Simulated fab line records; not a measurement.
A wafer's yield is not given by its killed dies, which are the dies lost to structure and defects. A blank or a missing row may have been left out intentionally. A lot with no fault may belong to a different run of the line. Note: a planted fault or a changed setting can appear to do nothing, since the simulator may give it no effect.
Split-lot study -- flow n5-finfet -- 39 wafers read across 7 lots, on a route 1938 steps long

== SPLIT DETAILS ==
At N5_BEOL_M12_ILD_DEP_00 (deposits SiOC from DEMS/O2, target thk 658.92 nm, time 130.7 s), the setting target-thk-a was moved away from the recipe's 6589.2 angstrom on 12 of the 39 wafers read, by -56.5% to +30.3%. This setting was run at the recipe's value on the other wafers.

== FROM THE SPLIT TO THE READING: what the file shows between them, 6 steps ==
- N5_BEOL_M12_THK_MEAS_01
- N5_BEOL_M12_COAT_58: time 60 s, resist thk 89 nm
- N5_BEOL_M12_COAT_04: resist thk 400 nm
- N5_BEOL_M12_DESCUM_15: chemistry O2, time 7.9 s
- N5_BEOL_M12_ETCH_59: etches BARC in N2/H2, target depth 89 nm, overetch 26.7 nm, time 67.9 s
- N5_BEOL_M12_VIA_ETCH_16: etches SiOC in C4F8/O2/Ar, target depth 724.8 nm

== THE READING ==
oes-product-au, in a.u., at N5_BEOL_M12_STRIP_63 (strips in N2/H2). Typical for fault-free wafers on this fab line: 0.693 a.u., with standard deviation 0.0046 a.u.

wafer,"tool, chamber at the split","target-thk-a as run, angstrom",against the recipe,"oes-product-au, a.u.",against lot-mates on the recipe
L074.1,"pecvd-02, 0",6589.2,recipe,0.688,-
L074.2,"pecvd-02, 2",6589.2,recipe,0.693,-
L074.3,"pecvd-02, 1",6589.2,recipe,0.702,-
L074.4,"pecvd-02, 2",6589.2,recipe,0.692,-
L074.5,"pecvd-02, 0",6589.2,recipe,0.691,-
L074.6,"pecvd-02, 1",6589.2,recipe,0.696,-
L077.1,"pecvd-02, 2",6589.2,recipe,0.689,-
L077.2,"pecvd-02, 1",6589.2,recipe,0.690,-
L077.3,"pecvd-02, 0",6589.2,recipe,0.701,-
L077.4,"pecvd-02, 0",6589.2,recipe,0.695,-
L077.5,"pecvd-02, 2",6589.2,recipe,0.686,-
L077.6,"pecvd-02, 1",6589.2,recipe,0.692,-
L080.2,"pecvd-04, 0",6589.2,recipe,0.692,-
L080.3,"pecvd-04, 1",6589.2,recipe,0.692,-
L080.6,"pecvd-04, 2",6589.2,recipe,0.693,-
L082.1,"pecvd-01, 1",2869,-56.5%,0.854,+0.161
L082.2,"pecvd-01, 0",6589.2,recipe,0.688,-
L082.3,"pecvd-01, 2",2869,-56.5%,0.862,+0.169
L082.4,"pecvd-01, 2",6589.2,recipe,0.695,-
L082.5,"pecvd-01, 0",2869,-56.5%,0.857,+0.164
L082.6,"pecvd-01, 1",6589.2,recipe,0.696,-
L088.1,"pecvd-02, 1",5352,-18.8%,0.702,+0.012
L088.2,"pecvd-02, 0",6589.2,recipe,0.689,-
L088.3,"pecvd-02, 2",5352,-18.8%,0.704,+0.014
L088.4,"pecvd-02, 2",6589.2,recipe,0.695,-
L088.5,"pecvd-02, 0",5352,-18.8%,0.703,+0.013
L088.6,"pecvd-02, 1",6589.2,recipe,0.685,-
L095.1,"pecvd-01, 1",6589.2,recipe,0.693,-
L095.2,"pecvd-01, 0",5063,-23.2%,0.709,+0.017
L095.3,"pecvd-01, 2",6589.2,recipe,0.693,-
L095.4,"pecvd-01, 1",6589.2,recipe,0.690,-
L095.5,"pecvd-01, 0",5063,-23.2%,0.706,+0.014
L095.6,"pecvd-01, 2",5063,-23.2%,0.712,+0.020
L096.1,"pecvd-02, 2",6589.2,recipe,0.695,-
L096.2,"pecvd-02, 0",8588,+30.3%,0.672,-0.024
L096.3,"pecvd-02, 1",8588,+30.3%,0.670,-0.026
L096.4,"pecvd-02, 2",8588,+30.3%,0.663,-0.033
L096.5,"pecvd-02, 0",6589.2,recipe,0.693,-
L096.6,"pecvd-02, 1",6589.2,recipe,0.700,-

FIT RESULTS
A straight line over all 39 wafers: oes-product-au changes by -0.0021 a.u. for each +1% of target-thk-a; r = -0.88; the points scatter about the line by 0.022 a.u.
The same after taking each lot's own level away (the mean of its wafers on the recipe; 39 wafers): -0.00213 a.u. for each +1%; r = -0.90; scatter 0.021 a.u.
According to that fit, moving target-thk-a by its largest amount changes the reading by 0.12 a.u.
From 0.6897 to 0.6960 a.u.: that is the span of the lots' own levels, equal to 1.4 times the standard deviation above.
So the lot-to-lot level changes the slope little: the two slopes agree.
Check: with one of the wafers moved furthest among these (-56.5%) left out of the fit, the line predicts +0.112 a.u. for it against its lot-mates. It came out at +0.161 a.u. against them.

== THE WHOLE CHAIN: every reading that the file lists as answering this split, in the file's order ==
step,what it does,reading,change (the file's fit),r (the file's)
N5_BEOL_M12_ILD_DEP_00,"deposits SiOC from DEMS/O2, target thk 658.92 nm, time 130.7 s","SiOC_of_BEOL_M12_ILD_DEP_00.thk-nm (the simulator's own value, which no gauge read)",+6.6 nm for each +1% of the setting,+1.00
N5_BEOL_M12_THK_MEAS_01,,M12_ILD_THK,+6.59 for each +1% of the setting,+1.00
N5_BEOL_M12_VIA_ETCH_16,"etches SiOC in C4F8/O2/Ar, target depth 724.8 nm","etch.depth-nm (the simulator's own value, which no gauge read)",+6.6 nm for each +1% of the setting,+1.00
N5_BEOL_M12_VIA_ETCH_16,"etches SiOC in C4F8/O2/Ar, target depth 724.8 nm","coat_of_BEOL_M12_COAT_04.thk-nm (the simulator's own value, which no gauge read)",-1.96 nm for each +1% of the setting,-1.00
N5_BEOL_M12_STRIP_63,strips in N2/H2,oes-product-au,-0.00215 a.u. for each +1% of the setting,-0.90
N5_BEOL_M12_STRIP_63,strips in N2/H2,strip-time-to-endpoint-s,withheld for each +1% of the setting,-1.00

== THE FILE'S OWN FIT ==
oes-product-au changes by -0.00215 a.u. for each +1% of target-thk-a, r = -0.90.
